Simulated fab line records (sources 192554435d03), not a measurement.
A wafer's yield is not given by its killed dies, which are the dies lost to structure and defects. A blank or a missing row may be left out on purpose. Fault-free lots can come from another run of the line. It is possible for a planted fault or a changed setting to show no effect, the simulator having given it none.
Chamber matching + flow n5Finfet + rieSi-04 running N5_FIN_CUT_CUT_ETCH_15: 4 sister chambers
The step etches Si in HBr/Cl2/O2, target depth 100 nm, bt time 10 s, time 42.4 s. 14 wafers are shown with their chamber, then 6 later ones without.

WAFERS, EACH WITH ITS CHAMBER
| wafer  | chamber | throttleValvePct (%) | drypumpMotorCurrentA (A) | heBacksideLeakSccm (sccm) |
|--------|---------|----------------------|--------------------------|---------------------------|
| L738.2 | 3       | 36.5                 | 6.2                      | 2.7                       |
| L738.6 | 0       | 36.9                 | 6.2                      | 2.9                       |
| L739.1 | 3       | 36.4                 | 6.2                      | 3.1                       |
| L739.4 | 1       | 36.2                 | 5.0                      | 2.4                       |
| L739.6 | 3       | 36.4                 | 6.2                      | 3.0                       |
| L747.3 | 1       | 36.2                 | 5.0                      | 2.4                       |
| L747.5 | 1       | 36.2                 | 5.0                      | 2.3                       |
| L747.6 | 3       | 36.4                 | 6.2                      | 3.0                       |
| L750.1 | 0       | 36.9                 | 6.2                      | 2.8                       |
| L750.2 | 1       | 36.2                 | 5.1                      | 2.3                       |
| L750.5 | 2       | 37.8                 | 5.9                      | 2.4                       |
| L753.3 | 0       | 36.9                 | 6.2                      | 2.8                       |
| L753.5 | 1       | 36.2                 | 5.0                      | 2.3                       |
| L753.6 | 2       | 37.8                 | 5.9                      | 2.4                       |

SIGNATURES (averages over the wafers above)
| reading              | chamber 0 | chamber 1 | chamber 2 | chamber 3 | scatter within a chamber |
|----------------------|-----------|-----------|-----------|-----------|--------------------------|
| throttleValvePct     | 36.900    | 36.200    | 37.800    | 36.425    | 0.0274                   |
| drypumpMotorCurrentA | 6.200     | 5.020     | 5.900     | 6.200     | 0.0283                   |
| heBacksideLeakSccm   | 2.833     | 2.340     | 2.400     | 2.950     | 0.104                    |
Rule: a wafer lies at a distance from a chamber equal to the root of the sum of squares, over the readings, of (its reading less the chamber's mean, divided by the reading's scatter). The wafer belongs to the nearest chamber; if the next one is less than 2 further off, it can't be placed. How the scatter is found: for the shown wafers, subtract from each reading the mean of its chamber, square and add these, divide the total by (wafers less chambers), then take the root.

WAFERS WITH NO CHAMBER GIVEN
| wafer  | throttleValvePct (%) | drypumpMotorCurrentA (A) | heBacksideLeakSccm (sccm) |
|--------|----------------------|--------------------------|---------------------------|
| L757.1 | 36.9                 | 6.1                      | 2.7                       |
| L757.5 | 36.9                 | 6.2                      | 2.7                       |
| L757.6 | 36.2                 | 5.0                      | 2.4                       |
| L758.2 | 36.9                 | 6.2                      | 2.9                       |
| L758.3 | 36.4                 | 6.2                      | 3.0                       |
| L758.6 | 36.2                 | 5.0                      | 2.4                       |

THE CHAMBER EACH PASSED THROUGH
| wafer  | from the rows above | in truth |
|--------|---------------------|----------|
| L757.1 | 0                   | 0        |
| L757.5 | 0                   | 0        |
| L757.6 | 1                   | 1        |
| L758.2 | 0                   | 0        |
| L758.3 | 3                   | 3        |
| L758.6 | 1                   | 1        |
Correct placement for 6 of the 6. Not placeable from these rows: 0. Number placed wrongly: 0.
